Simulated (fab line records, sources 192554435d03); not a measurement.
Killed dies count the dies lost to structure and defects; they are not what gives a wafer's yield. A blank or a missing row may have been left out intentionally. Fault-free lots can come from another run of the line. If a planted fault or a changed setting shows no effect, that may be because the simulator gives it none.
Which of the tools did it? ; flow n5 finfet ; Sampling: 13 lots, 37 wafers, 3 of 1938 route steps

WHAT EACH GAUGE READ, for each wafer
N5_MIM_TOP_LITHO_CD_MEAS_08 targets a cd of 2000 nm. Usual: cd nm at 1998.8 nm, with a standard deviation of 1.7.
lot;measured;on;cd nm (nm);flag
L356;day 11 15:47;cd sem-02;2003.1 2000.3;
L357;day 11 21:13;cd sem-03;2000.6 1999.5 1998.4;
L359;day 12 05:28;cd sem-01;1998.6 2000.0 2002.0;
L364;day 13 07:58;cd sem-02;1998.3 2000.4 1998.8;
L365;day 13 20:11;cd sem-01;2000.5 2000.1 1998.7;
L367;day 13 19:58;cd sem-03;1997.1 1999.4;
L366;day 14 00:32;cd sem-03;1999.0 1999.3 1997.9;
L372;day 17 01:35;cd sem-01;2001.2 1997.6 1999.8;
L375;day 18 03:04;cd sem-02;1996.7 1998.7 1996.5;
L376;day 18 12:38;cd sem-03;1997.8 2000.0 1996.8;
L378;day 18 18:00;cd sem-03;1999.8 1997.4 1998.8;
L379;day 19 17:40;cd sem-02;1996.9 2000.5 1998.8;
L377;day 19 23:00;cd sem-03;1999.3 1998.5 1996.9;

EACH LOT AND THE TOOL THAT RAN IT (in order: tool; ch and the chambers of the sampled wafers; start)
lot;N5_BEOL_M14_ECD_47;N5_BEOL_M15_ETCH_59
L356;ecd cu-02 ch 0, day 11 06:47;rie diel-06 ch 1,2, day 11 08:28
L357;ecd cu-01 ch 0,1, day 11 10:17;rie diel-04 ch 1,2,3, day 11 11:56
L359;ecd cu-01 ch 0,1, day 11 16:47;rie diel-04 ch 0,1,3, day 11 18:40
L364;ecd cu-01 ch 0,1, day 12 21:38;rie diel-04 ch 0,1,2, day 12 23:26
L365;ecd cu-01 ch 0, day 13 08:37;rie diel-02 ch 0,1, day 13 10:16
L367;ecd cu-02 ch 0,1, day 13 11:02;rie diel-02 ch 0,3, day 13 12:49
L366;ecd cu-01 ch 0,1, day 13 11:42;rie diel-04 ch 0,1, day 13 13:28
L372;ecd cu-02 ch 0,1, day 16 06:31;rie diel-04 ch 2,3, day 16 08:46
L375;ecd cu-02 ch 0,1, day 17 13:53;rie diel-02 ch 2,3, day 17 15:41
L376;ecd cu-01 ch 0, day 17 22:55;rie diel-06 ch 1,3, day 18 00:41
L378;ecd cu-02 ch 0,1, day 18 03:37;rie diel-02 ch 0,2,3, day 18 05:59
L379;ecd cu-01 ch 0, day 19 07:05;rie diel-04 ch 0,3, day 19 08:52
L377;ecd cu-01 ch 0,1, day 19 11:40;rie diel-04 ch 0,2,3, day 19 13:19
- N5_BEOL_M14_ECD_47: material Cu, target thk 1248 nm.
- N5_BEOL_M15_ETCH_59: etches BARC in N2/H2, target depth 89 nm, overetch 26.7 nm, time 67.9 s.

WHAT THE TOOLS THEMSELVES READ (means of the sampled wafers that have a number; where no wafer has one, the mark that the record gives instead)
N5_BEOL_M15_ETCH_59. Usual: drypump motor current A 5.6 A, standard deviation 0.51; oes product au 0.66 a.u., standard deviation 0.059; rf vpp V 524.2 V, standard deviation 1.9; showerhead plenum p Torr 2.55 Torr, standard deviation 0.06; throttle valve pct 17.95 %, standard deviation 0.21.
lot;tool;drypump motor current A (A);oes product au (a.u.);rf vpp V (V);showerhead plenum p Torr (Torr);throttle valve pct (%);flag
L356;rie diel-06;5.7;0.63;524.7;2.58;18.16;
L357;rie diel-04;5.5;0.67;524.3;2.55;17.89;
L359;rie diel-04;5.5;0.66;525.5;2.59;17.85;
L364;rie diel-04;5.4;0.65;524.2;2.54;17.91;
L365;rie diel-02;5.6;0.63;523.2;2.53;18.11;
L367;rie diel-02;5.2;0.60;525.0;2.58;18.12;
L366;rie diel-04;5.8;0.63;525.8;2.60;17.91;
L372;rie diel-04;5.1;0.68;522.1;2.47;17.96;
L375;rie diel-02;5.4;0.64;525.5;2.62;17.91;
L376;rie diel-06;5.8;0.64;524.3;2.57;18.09;
L378;rie diel-02;5.6;0.70;524.1;2.57;17.91;
L379;rie diel-04;5.2;0.63;524.0;2.54;17.88;
L377;rie diel-04;5.1;0.65;523.1;2.50;17.93;

THE ANSWER, worked out from the rows above alone
Rule: a lot counts as off when the mean over its wafers that have a number is more than 3 standard deviations away from the usual mean. Also off: a lot with no number at a reading for which 4 or more lots have one. All remaining lots with rows at the step are treated as sound. After the gauges, taken in route order, come the tools' own readings; for these a lot's mean is taken, as printed above. The first step at which some lot is off is used, and at that step the reading that is off furthest; a lot without a number counts as furthest.
No lot is off on any of the readings shown, so nothing can be concluded from this.

WHAT THE SIMULATOR HAD INSERTED
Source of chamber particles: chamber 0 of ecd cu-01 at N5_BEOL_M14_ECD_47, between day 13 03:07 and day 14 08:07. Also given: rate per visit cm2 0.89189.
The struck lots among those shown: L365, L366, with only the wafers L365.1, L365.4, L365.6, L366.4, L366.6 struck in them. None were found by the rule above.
